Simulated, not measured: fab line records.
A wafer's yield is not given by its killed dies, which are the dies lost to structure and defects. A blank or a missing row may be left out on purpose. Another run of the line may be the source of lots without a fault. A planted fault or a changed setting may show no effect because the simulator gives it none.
fab line records	flow n5Finfet
record: lots: 6	wafers: 18	lastDay: 18
route steps=1938 shown BEOL_M15@1821 PASS1_DEP@1831 MIM_BOT@1832 MIM_TOP@1834 PASSIVATION@1936
lots with no fault: from the same line, run without faults
startH: start of the lot's first displayed wafer, in hours after the record's first day	waitH: hours from the lot's prior step to this one	" as in the row above	L1.1+2: one row covering several wafers at once	- no value present, or no start provided	* or withheld: withheld	< > ~ a bound
route shown NAME@n: NAME is a module with steps in the file, n the number in the route of the first one	usual: mean/standard deviation taken from wafers without a fault	same: alike in all rows	chamber/n: place in a boat	sites: the reading at each site	_std_site: the values' standard deviation	_edge_site: mean of outer sites minus mean of inner sites	radiusMm: how far each site lies from the wafer's centre	mask NAME#n: copy n	behind: the tool/chamber that last shaped the wafer	hold: what put the lot on hold/how long, in hours/how the hold closed	device: the n, p or np transistor that did not switch	end of line: at the end of the route, the tests of the same wafers	step lacking rows: just its recipe	killed: the dies lost at the first sort to structure and to defects; this is not the yield of the wafer	map: a wafer's dies, x killed, . not, _ none there
set.NAME: the setting that was run; set.NAME@STEP: the one run at that earlier step	model.NAME: the simulator's own value behind a step, which no gauge read
lots at selected steps of the route; one table per step, one row per wafer
services: the hour from which a tool's chamber was out of use, counted from the record's first day as startH (under 0 if before that day), plus the number of hours and why
== steps ==
step: N5_BEOL_M15_SPUTTER_45
recipe: material: Cu	targetThkA: 1000	tempC: -20	biasV: 60	powerW: 26000	chamberPressurePa: 0.13	timeS: 16.67
step: N5_BEOL_M15_ECD_47
recipe: material: Cu	targetThkA: 18600
step: N5_BEOL_M15_ANNEAL_48
recipe: tempC: 225	timeS: 90	ambient: N2
usual: wafer_temp_C_max: 225.84/0.24
lot.wafer	tool	chamber	startH	waitH	wafer_temp_C_max
L536.1	rtpAnneal-01	0	267.06	0.2	225.74
L536.2	"	0	"	"	225.83
L536.5	"	0	"	"	225.82
L539.3	rtpAnneal-02	0	294.55	0.2	226.16
L539.5	"	0	"	"	225.68
L539.6	"	0	"	"	226.01
L547.1	rtpAnneal-02	0	353.91	0.3	225.99
L547.2	"	0	"	"	225.69
L547.5	"	0	"	"	226.17
L546.2	rtpAnneal-01	0	354.03	0.4	226.51
L546.4	"	0	"	"	226.00
L546.6	"	0	"	"	226.09
L544.1	rtpAnneal-01	0	356.94	0.2	226.08
L544.2	"	0	"	"	225.52
L544.4	"	0	"	"	225.81
L556.1	rtpAnneal-02	0	401.98	0.2	225.64
L556.3	"	0	"	"	225.69
L556.5	"	0	"	"	225.78
step: N5_BEOL_M15_CMP_49
recipe: stopOn: SiO2	tOverpolishS: 4.9	downForcePsi: 2	platenRpm: 80	clearingPlatenDownForcePsi: 2	clearingPlatenRpm: 80	postCmpClean: cuAlkaline	targetThkNm: 850	clearingPlatenPadVelocityMS: 1.5917	padVelocityMS: 1.5917
usual: barrierFieldEndpointS: 11.35/0.27	clearingPlatenRpm: 80.00/0.044	motorCurrentA: 7.5/0.97	overpolishRunS: 4.900/0.0095	platenRpm: 80.00/0.053
lot.wafer	tool	chamber	startH	waitH	barrierFieldEndpointS	clearingPlatenRpm	motorCurrentA	overpolishRunS	platenRpm
L536.1	cmp-02	1	267.39	0.3	11.01	80.04	7.9	4.889	80.12
L536.2	"	2	"	"	11.24	79.86	6.1	4.887	80.05
L536.5	"	1	"	"	11.15	79.95	7.4	4.902	80.05
L539.3	cmp-01	0	294.76	0.2	11.23	79.99	10.5	4.906	79.95
L539.5	"	0	"	"	11.01	80.01	10.1	4.908	79.99
L539.6	"	1	"	"	11.44	79.98	8.2	4.903	80.01
L546.4	cmp-01	3	354.28	0.1	11.05	80.04	7.7	4.909	80.03
L546.2	"	0	"	"	11.12	80.04	10.1	4.895	80.00
L546.6	"	0	"	"	11.42	80.05	10.0	4.900	79.99
L547.2	cmp-02	1	354.30	0.3	10.82	80.01	7.7	4.890	79.98
L547.1	"	2	"	"	10.77	80.08	6.0	4.899	80.02
L547.5	"	3	"	"	11.33	80.01	6.5	4.895	79.99
L544.2	cmp-02	0	357.24	0.2	10.68	80.04	9.0	4.911	80.06
L544.4	"	2	"	"	10.89	80.02	6.2	4.895	80.04
L544.1	"	3	"	"	10.98	80.00	6.7	4.903	80.02
L556.3	cmp-01	1	402.36	0.2	11.86	80.00	8.2	4.892	79.96
L556.1	"	2	"	"	11.96	79.99	8.3	4.888	79.92
L556.5	"	3	"	"	11.34	80.02	7.9	4.911	80.00
step: N5_BEOL_M15_THK_MEAS_50
recipe: thkMeasGauge: xrf	reads: Cu_of_BEOL_M15_ECD_47
usual: M15_THK: 840/15
lot.wafer	tool	chamber	startH	waitH	M15_THK[nm]
L536.1	filmMetro-02	-	267.65	-	832
L536.2	"	-	"	"	830
L536.5	"	-	"	"	831
L539.3	filmMetro-02	-	295.05	-	833
L539.5	"	-	"	"	837
L539.6	"	-	"	"	844
L547.1	filmMetro-02	-	354.52	-	830
L547.2	"	-	"	"	820
L547.5	"	-	"	"	832
L546.2	filmMetro-02	-	354.58	-	844
L546.4	"	-	"	"	852
L546.6	"	-	"	"	832
L544.1	filmMetro-02	-	357.53	-	830
L544.2	"	-	"	"	847
L544.4	"	-	"	"	845
L556.1	filmMetro-02	-	402.58	-	851
L556.3	"	-	"	"	851
L556.5	"	-	"	"	839
step: N5_BEOL_M15_PRE_CLEAN_52
recipe: gas: NH3	timeS: 15	tempC: withheld	rfPowerW: 300
step: N5_BEOL_M15_DEP_53
recipe: material: SiCN	targetThkA: 500	tempC: withheld	precursor: 3MS/NH3	pressureTorr: 3	rfW: 675	timeS: 17.8
usual: showerheadPlenumPTorr: 4.163/0.024	throttleValvePct: 17.8/0.63
lot.wafer	tool	chamber	startH	waitH	showerheadPlenumPTorr	sinceWetCleanH	throttleValvePct
L536.1	pecvd-02	1	267.71	0.0	4.183	2059	18.2
L536.2	"	0	"	"	4.146	1334	16.9
L536.5	"	2	"	"	4.124	-	17.8
L539.3	pecvd-02	2	295.11	0.0	4.126	607	18.0
L539.5	"	2	"	"	4.134	-	17.9
L539.6	"	0	"	"	4.146	-	17.3
L547.1	pecvd-04	2	354.58	0.0	4.151	486	17.7
L547.2	"	0	"	"	4.194	1240	18.5
L547.5	"	2	"	"	4.153	-	17.6
L546.2	pecvd-02	0	354.64	0.0	4.149	1421	16.7
L546.4	"	1	"	"	4.179	-	18.5
L546.6	"	2	"	"	4.126	-	17.8
L544.1	pecvd-02	0	357.59	0.0	4.143	1424	16.7
L544.2	"	1	"	"	4.182	2149	18.4
L544.4	"	0	"	"	4.150	-	17.1
L556.1	pecvd-04	1	402.64	0.0	4.166	2013	16.9
L556.3	"	2	"	"	4.156	534	17.8
L556.5	"	1	"	"	4.165	-	17.1
step: N5_BEOL_M15_RS_MEAS_54
recipe: thkMeasGauge: four-point-probe	reads: Cu_of_BEOL_M15_ECD_47+Ta_of_BEOL_M15_SPUTTER_44+TaN_of_BEOL_M15_SPUTTER_43
usual: M15_RS: 0.0219/0.00036
lot.wafer	tool	chamber	startH	waitH	M15_RS[ohm/sq]
L536.1	filmMetro-01	-	267.78	0.0	0.0221
L536.2	"	-	"	"	0.0222
L536.5	"	-	"	"	0.0222
L539.3	filmMetro-01	-	295.18	0.1	0.0221
L539.5	"	-	"	"	0.0219
L539.6	"	-	"	"	0.0217
L547.1	filmMetro-02	-	354.65	0.0	0.0220
L547.2	"	-	"	"	0.0223
L547.5	"	-	"	"	0.0220
L546.2	filmMetro-02	-	354.71	0.1	0.0218
L546.4	"	-	"	"	0.0215
L546.6	"	-	"	"	0.0220
L544.1	filmMetro-01	-	357.66	0.0	0.0220
L544.2	"	-	"	"	0.0216
L544.4	"	-	"	"	0.0216
L556.1	filmMetro-02	-	402.71	0.0	0.0219
L556.3	"	-	"	"	0.0219
L556.5	"	-	"	"	0.0222
step: N5_BEOL_M15_INSPECT_55
recipe: inspectInstrument: darkfield	mode: postDep
usual: rawDefectCount: 68/23
lot.wafer	tool	chamber	startH	waitH	rawDefectCount
L536.1	defectInspect-02	-	267.80	0.0	39
L536.2	"	-	"	"	44
L536.5	"	-	"	"	39
L539.3	defectInspect-02	-	295.21	0.0	89
L539.5	"	-	"	"	150
L539.6	"	-	"	"	86
L547.1	defectInspect-01	-	354.67	0.0	52
L547.2	"	-	"	"	58
L547.5	"	-	"	"	110
L546.2	defectInspect-02	-	354.74	0.0	78
L546.4	"	-	"	"	131
L546.6	"	-	"	"	101
L544.1	defectInspect-01	-	357.69	0.0	61
L544.2	"	-	"	"	53
L544.4	"	-	"	"	57
L556.1	defectInspect-02	-	402.73	0.0	42
L556.3	"	-	"	"	31
L556.5	"	-	"	"	41
step: N5_BEOL_M15_RC_MEAS_101
usual: etestTempC: 25.02/0.1	COMB_M10: 1.42e-11/2.9e-12	COMB_M11: 1.43e-11/2.7e-12	COMB_M12: 6e-12/1.4e-12	COMB_M13: 4.6e-12/1e-12	COMB_M14: 3.6e-12/8.1e-13	COMB_M15: 2.4e-12/7e-13	COMB_M5: 3.6e-11/8e-12	COMB_M6: 2.6e-11/5.9e-12	COMB_M7: 2.5e-11/5e-12	COMB_M8: 2.5e-11/5.2e-12	COMB_M9: 1.5e-11/3.3e-12	SERP_M10: 3.08/0.091	SERP_M11: 3.11/0.09	SERP_M12: 0.642/0.021	SERP_M13: 0.310/0.0055	SERP_M13_max_site: 0.313/0.0055	SERP_M14: 0.161/0.0053	SERP_M5: 40.2/1.8	SERP_M6: 14.0/0.64	SERP_M7: 14.4/0.56	SERP_M8: 13.8/0.56	SERP_M9: 3.16/0.088
lot.wafer	tool	chamber	startH	waitH	etestTempC	COMB_M10[S/m]	COMB_M11[S/m]	COMB_M12[S/m]	COMB_M13[S/m]	COMB_M14[S/m]	COMB_M15[S/m]	COMB_M5[S/m]	COMB_M6[S/m]	COMB_M7[S/m]	COMB_M8[S/m]	COMB_M9[S/m]	SERP_M10[ohm/um]	SERP_M11[ohm/um]	SERP_M12[ohm/um]	SERP_M13[ohm/um]	SERP_M13_max_site[ohm/um]	SERP_M14[ohm/um]	SERP_M5[ohm/um]	SERP_M6[ohm/um]	SERP_M7[ohm/um]	SERP_M8[ohm/um]	SERP_M9[ohm/um]
L536.1	prober-02	0	267.83	0.0	24.96	1.01e-11	1.33e-11	4.1e-12	4.5e-12	3.1e-12	1.5e-12	4e-11	2.2e-11	2.3e-11	2.7e-11	1.2e-11	3.06	3.18	0.655	0.306	0.309	0.160	39.9	14.6	14.5	13.7	3.19
L536.2	"	0	"	"	25.06	1.03e-11	2.12e-11	6.9e-12	3.4e-12	3e-12	1.4e-12	3.4e-11	3.1e-11	1.9e-11	1.8e-11	1.2e-11	2.99	2.91	0.640	0.309	0.312	0.159	40.8	13.3	13.7	13.2	3.09
L536.5	"	0	"	"	24.96	1.22e-11	2.07e-11	6.2e-12	4.2e-12	2.8e-12	1.7e-12	3.4e-11	2.7e-11	2.3e-11	2.3e-11	2.6e-11	2.95	2.90	0.634	0.308	0.310	0.166	39.2	13.7	13.9	13.3	3.03
L539.3	prober-01	0	295.54	0.3	25.04	1.5e-11	1.17e-11	4.6e-12	3.1e-12	3.4e-12	2.9e-12	3.3e-11	1.7e-11	2.3e-11	2e-11	1.4e-11	3.14	2.96	0.627	0.308	0.312	0.157	41.8	15.1	15.4	13.0	3.01
L539.5	"	0	"	"	25.03	1.46e-11	1.16e-11	4.6e-12	4e-12	3.1e-12	1.8e-12	3.1e-11	2e-11	2.9e-11	3.2e-11	1.3e-11	3.14	3.06	0.673	0.302	0.308	0.168	40.3	14.5	14.6	13.5	3.16
L539.6	"	0	"	"	25.01	1.31e-11	1e-11	3.3e-12	5.1e-12	2.3e-12	2.9e-12	3.2e-11	2.1e-11	2.2e-11	2.3e-11	1.7e-11	3.05	3.03	0.633	0.312	0.316	0.156	41.1	14.3	14.9	13.5	2.98
L547.1	prober-02	0	354.72	0.0	25.20	1.31e-11	1.16e-11	6e-12	2.8e-12	4.2e-12	1.4e-12	4.2e-11	2.1e-11	2.5e-11	3.8e-11	1.7e-11	3.14	3.23	0.663	0.300	0.301	0.160	40.0	13.8	13.9	13.6	3.08
L547.2	"	0	"	"	25.07	1.46e-11	1.6e-11	3.9e-12	3.4e-12	3e-12	1.6e-12	2.9e-11	2.6e-11	1.7e-11	2.9e-11	1.2e-11	3.12	3.02	0.670	0.307	0.309	0.154	38.8	14.2	14.8	13.5	3.31
L547.5	"	0	"	"	25.11	1.52e-11	2.19e-11	6.1e-12	4.2e-12	2.6e-12	1.2e-12	3.5e-11	2.6e-11	2e-11	2.6e-11	1.5e-11	3.18	2.97	0.663	0.302	0.303	0.162	38.4	14.4	14.7	13.8	3.20
L546.2	prober-02	0	355.81	1.1	24.89	1.28e-11	1.28e-11	4.9e-12	3e-12	3.2e-12	1.3e-12	3.4e-11	2.6e-11	1.6e-11	2.9e-11	1.2e-11	3.10	3.10	0.613	0.308	0.310	0.155	38.5	14.5	13.2	13.7	3.02
L546.4	"	0	"	"	25.03	1.24e-11	1.67e-11	6.1e-12	4.1e-12	2.5e-12	2.4e-12	4.5e-11	2.2e-11	1.8e-11	3.5e-11	1.5e-11	3.08	3.06	0.657	0.306	0.310	0.165	40.5	13.7	14.6	14.1	3.15
L546.6	"	0	"	"	24.92	1.67e-11	1.28e-11	4.6e-12	3.7e-12	2.7e-12	1.2e-12	2.6e-11	2.3e-11	2.3e-11	2.6e-11	1.1e-11	3.17	3.09	0.618	0.304	0.306	0.164	39.3	14.6	13.6	14.0	3.14
L544.1	prober-01	0	357.71	0.0	25.05	1.72e-11	9.7e-12	8.2e-12	4.1e-12	4.3e-12	3.7e-12	4.1e-11	2.7e-11	2.5e-11	2.4e-11	9e-12	3.07	3.20	0.613	0.316	0.319	0.162	39.0	14.1	14.1	13.8	3.05
L544.2	"	0	"	"	24.86	2.61e-11	1.27e-11	7.1e-12	5.8e-12	4.2e-12	2.3e-12	4.6e-11	2.3e-11	2.2e-11	2.8e-11	1.4e-11	3.08	3.23	0.633	0.310	0.315	0.153	40.1	13.9	13.9	13.9	3.15
L544.4	"	0	"	"	24.74	2.14e-11	1.15e-11	5.5e-12	3.9e-12	4.3e-12	2.4e-12	4e-11	2.4e-11	2.6e-11	3.1e-11	1.5e-11	3.15	3.25	0.647	0.313	0.316	0.166	40.0	15.0	14.8	14.2	3.17
L556.1	prober-02	0	404.10	1.4	24.99	1.08e-11	1.22e-11	5.8e-12	4.7e-12	3.6e-12	1.4e-12	3.7e-11	2.9e-11	2.4e-11	2.5e-11	1.7e-11	2.99	2.99	0.610	0.308	0.310	0.157	39.5	13.9	14.4	14.1	3.23
L556.3	"	0	"	"	24.98	1.14e-11	1.64e-11	7.5e-12	4.9e-12	2.5e-12	1.9e-12	4.2e-11	2.9e-11	1.7e-11	2e-11	1.2e-11	3.18	3.15	0.653	0.306	0.310	0.165	44.0	14.3	13.9	13.9	3.13
L556.5	"	0	"	"	24.99	1.45e-11	1.32e-11	3.8e-12	3.4e-12	3e-12	1.2e-12	2.7e-11	3.2e-11	3.1e-11	2.5e-11	2.1e-11	3.01	3.14	0.616	0.306	0.310	0.159	40.2	14.4	13.6	13.3	3.35
step: N5_PASSIVATION_PECVD_00
recipe: material: SiO2	targetThkA: 2000	tempC: 400	precursor: SiH4/N2O	pressureTorr: 2.7	rfW: 608	timeS: 11.2
usual: heaterPowerW: 637/120	showerheadPlenumPTorr: 8.19/0.098	throttleValvePct: 50.2/1.9
lot.wafer	tool	chamber	startH	waitH	heaterPowerW	showerheadPlenumPTorr	sinceWetCleanH	throttleValvePct
L536.1	pecvd-02	0	268.79	0.8	475	8.10	1335	47.9
L536.2	"	2	"	"	747	8.06	581	51.1
L536.5	"	0	"	"	491	8.12	-	48.2
L539.3	pecvd-01	2	296.19	0.5	772	8.27	62	46.9
L539.5	"	1	"	"	537	8.08	-	50.3
L539.6	"	2	"	"	602	8.25	-	47.1
L547.1	pecvd-02	1	355.68	0.8	847	8.24	2147	52.1
L547.2	"	0	"	"	613	8.14	1422	48.1
L547.5	"	2	"	"	734	8.07	-	51.5
L546.2	pecvd-02	2	356.61	0.7	733	8.08	669	51.2
L546.4	"	2	"	"	731	8.09	-	51.8
L546.6	"	0	"	"	570	8.12	-	48.2
L544.1	pecvd-04	1	358.68	0.8	606	8.22	1969	48.2
L544.2	"	0	"	"	440	8.35	1244	52.4
L544.4	"	0	"	"	443	8.34	-	52.4
L556.1	pecvd-04	0	405.06	0.8	465	8.34	1290	52.5
L556.3	"	1	"	"	590	8.21	2015	48.3
L556.5	"	2	"	"	689	8.16	-	50.6
step: N5_MIM_BOT_DEGAS_01
recipe: ambient: vacuum	tempC: 300	timeS: 60
usual: heaterPowerW: 471/37
lot.wafer	tool	chamber	startH	waitH	heaterPowerW
L536.1	pvdSputter-03	-	270.18	1.4	466
L536.2	"	-	"	"	406
L536.5	"	-	"	"	467
L539.3	pvdSputter-02	-	298.29	2.1	506
L539.5	"	-	"	"	514
L539.6	"	-	"	"	488
L547.1	pvdSputter-03	-	356.32	0.6	508
L547.2	"	-	"	"	476
L547.5	"	-	"	"	496
L546.2	pvdSputter-02	-	356.74	0.1	482
L546.4	"	-	"	"	516
L546.6	"	-	"	"	474
L544.1	pvdSputter-02	-	359.88	1.2	513
L544.2	"	-	"	"	454
L544.4	"	-	"	"	459
L556.1	pvdSputter-03	-	406.93	1.8	509
L556.3	"	-	"	"	406
L556.5	"	-	"	"	403
step: N5_MIM_BOT_SPUTTER_00
recipe: material: TiN	targetThkA: 350	tempC: 200	powerW: 3000	chamberPressurePa: 0.49996	gas: Ar	reactivePartialPa: 0.37997	timeS: 89.7
usual: chamberPressurePa: 0.5000/0.00099	throttleValvePct: 30.1/1.1
lot.wafer	tool	chamber	startH	waitH	chamberPressurePa	throttleValvePct
L536.1	pvdSputter-03	-	270.22	0.0	0.5001	28.6
L536.2	"	-	"	"	0.4991	30.0
L536.5	"	-	"	"	0.4994	28.6
L539.3	pvdSputter-02	-	298.33	0.0	0.4986	30.0
L539.5	"	-	"	"	0.5001	30.2
L539.6	"	-	"	"	0.5011	32.1
L547.1	pvdSputter-03	-	356.36	0.0	0.4999	31.3
L547.2	"	-	"	"	0.4983	30.0
L547.5	"	-	"	"	0.4995	31.2
L546.2	pvdSputter-02	-	356.78	0.0	0.5394	30.4
L546.4	"	-	"	"	0.5393	28.8
L546.6	"	-	"	"	0.5395	30.8
L544.1	pvdSputter-02	-	359.92	0.0	0.5406	29.0
L544.2	"	-	"	"	0.5397	28.7
L544.4	"	-	"	"	0.5414	27.2
L556.1	pvdSputter-03	-	406.97	0.0	0.5003	31.3
L556.3	"	-	"	"	0.4989	30.2
L556.5	"	-	"	"	0.5012	30.3
step: N5_MIM_TOP_ALD_00
recipe: material: Al2O3	targetThkA: *	tempC: withheld	aldPrecursorFamily: TMA	aldCoReactant: O3	pulseTimeS: withheld	purgeTimeS: 3	coReactantPurgeTimeS: withheld	coReactantPulseTimeS: 3	aldCycles: withheld
step: N5_PASSIVATION_PROBE_49
usual: defectLimitedYield: 91.4/1.5	killed_at_M0_to_M3: 33/11	killed_at_M4_up: 14/5.3	killedAtContacts: 13/6.2	killedAtFrontEnd: 39/13	killedAtOther: 3.1/2.8	killedDies: 102/17	killedOpen: 68/13	killedShort: 32/7.8	sort_bin_5_function: 5.1/0.95	sort_bin_6_memory: 3.2/0.7	sort_bin_8_speed: 0.02/0.16	sortNPass: 1078/18	sortYieldPct: 91.3/1.5
same: grossDies: 1180	killedAtBackSide: 0	sort_bin_4_leakage[%]: 0
lot.wafer	tool	chamber	startH	waitH	defectLimitedYield[%]	killed_at_M0_to_M3	killed_at_M4_up	killedAtContacts	killedAtFrontEnd	killedAtOther	killedDies	killedOpen	killedShort	sort_bin_5_function[%]	sort_bin_6_memory[%]	sort_bin_8_speed[%]	sortNPass	sortYieldPct[%]
L544.1	prober-02	-	372.87	0.0	90.4	30	17	17	44	5	113	86	22	5.4	3.7	0	1067	90.4
L544.2	prober-02	-	372.92	0.1	91.4	28	10	13	41	9	101	67	34	4.9	3.5	0	1079	91.4
L544.4	prober-02	-	373.02	0.2	93.6	17	18	13	23	4	75	50	22	3.4	2.5	0	1105	93.6
L556.1	prober-02	-	419.91	0.0	93.6	20	10	10	34	2	76	54	22	4.3	2.0	0	1104	93.6
L556.3	prober-02	-	420.01	0.1	91.8	35	13	9	39	1	97	65	29	4.5	3.2	0	1083	91.8
L556.5	prober-02	-	420.11	0.2	93.1	41	10	7	23	0	81	60	18	4.0	2.8	0	1099	93.1
killed by level:class
L544.1 MOL_CONTACT_COAG:geometricParticle:open=17 STI_FIN_REVEAL:geometricParticle:open=16 BEOL_M4:geometricParticle:open=12 BEOL_M3:geometricParticle:open=8 BEOL_M0_SAQP:geometricParticle:open=7 BEOL_M0_SAQP:geometricParticle:short=6 BEOL_M2:geometricParticle:open=5 FIN_SAQP:geometricParticle:open=4
L544.2 STI_FIN_REVEAL:geometricParticle:open=14 MOL_CONTACT_COAG:geometricParticle:open=9 BEOL_M0_SAQP:geometricParticle:open=8 BEOL_M1:geometricParticle:open=6 FIN_SAQP:geometricParticle:short=5 BEOL_M0_SAQP:geometricParticle:short=5 STARTING-WAFER:geometricParticle:short=5 MOL_CONTACT_COAG:geometricParticle:short=4
L544.4 MOL_CONTACT_COAG:geometricParticle:open=10 DUMMY_GATE:geometricParticle:open=6 BEOL_M0_SAQP:geometricParticle:short=5 BEOL_M4:geometricParticle:open=5 BEOL_M0_SAQP:geometricParticle:open=4 BEOL_M3:geometricParticle:open=4 STI_FIN_REVEAL:geometricParticle:open=3 STARTING-WAFER:geometricParticle:short=3
L556.1 DUMMY_GATE:geometricParticle:open=9 MOL_CONTACT_COAG:geometricParticle:open=9 FIN_SAQP:geometricParticle:open=8 BEOL_M3:geometricParticle:open=8 BEOL_M4:geometricParticle:open=7 BEOL_M0_SAQP:geometricParticle:open=4 FIN_SAQP:geometricParticle:short=3 ILD0:geometricParticle:short=3
L556.3 BEOL_M3:geometricParticle:open=13 STI_FIN_REVEAL:geometricParticle:open=10 DUMMY_GATE:geometricParticle:open=7 MOL_CONTACT_COAG:geometricParticle:open=6 BEOL_M0_SAQP:geometricParticle:open=6 GATE_CUT:geometricParticle:short=4 BEOL_M1:geometricParticle:open=4 BEOL_M4:geometricParticle:open=4
L556.5 BEOL_M3:geometricParticle:open=15 BEOL_M0_SAQP:geometricParticle:open=8 MOL_CONTACT_COAG:geometricParticle:open=6 BEOL_M1:geometricParticle:open=6 FIN_SAQP:geometricParticle:open=5 STI_FIN_REVEAL:geometricParticle:open=4 DUMMY_GATE:geometricParticle:open=4 BEOL_M0_SAQP:geometricParticle:short=4
== services ==
tool	chamber	startH	hours	kind
cmp-01	-	243.11	5.2	pm
pecvd-04	2	265.94	2.1	scheduledDown
cmp-02	-	270.49	3.3	repair
cmp-02	-	281.52	4.0	pm
pecvd-04	0	281.77	3.5	repair
pecvd-02	-	282.92	1.1	repair
cmp-02	-	285.52	-	consumableReplace:conditioner
cmp-02	-	285.52	-	consumableReplace:pad
pecvd-02	0	299.03	5.5	scheduledDown
pecvd-04	-	299.57	1.2	repair
cmp-01	-	305.18	1.3	repair
rtpAnneal-01	-	323.25	10.9	pm
pecvd-02	0	347.90	2.1	scheduledDown
pecvd-04	-	366.38	0.9	repair
pecvd-02	-	368.91	5.5	pm
pvdSputter-03	-	393.82	0.9	repair
== key ==
firstSign: step: N5_MIM_BOT_SPUTTER_00	reading: chamberPressurePa	direction: up	sigmas: 40	usual: 0.5000	struck: 0.5400
effect none on later readings
metAt N5_MIM_BOT_SPUTTER_00
struckWafers L544.1,L544.2,L544.4,L546.2,L546.4,L546.6
onsetBetween 298.33 356.78
fault: kind: processParameterDrift	tool: pvdSputter-02	chamber: -	onsetH: 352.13	steps: N5_MIM_BOT_SPUTTER_00	channel: chamberPressurePa	offset: 0.039535	shape: step	endH: 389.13	actsIn: theseRecipesOnly	stated: 0.49996
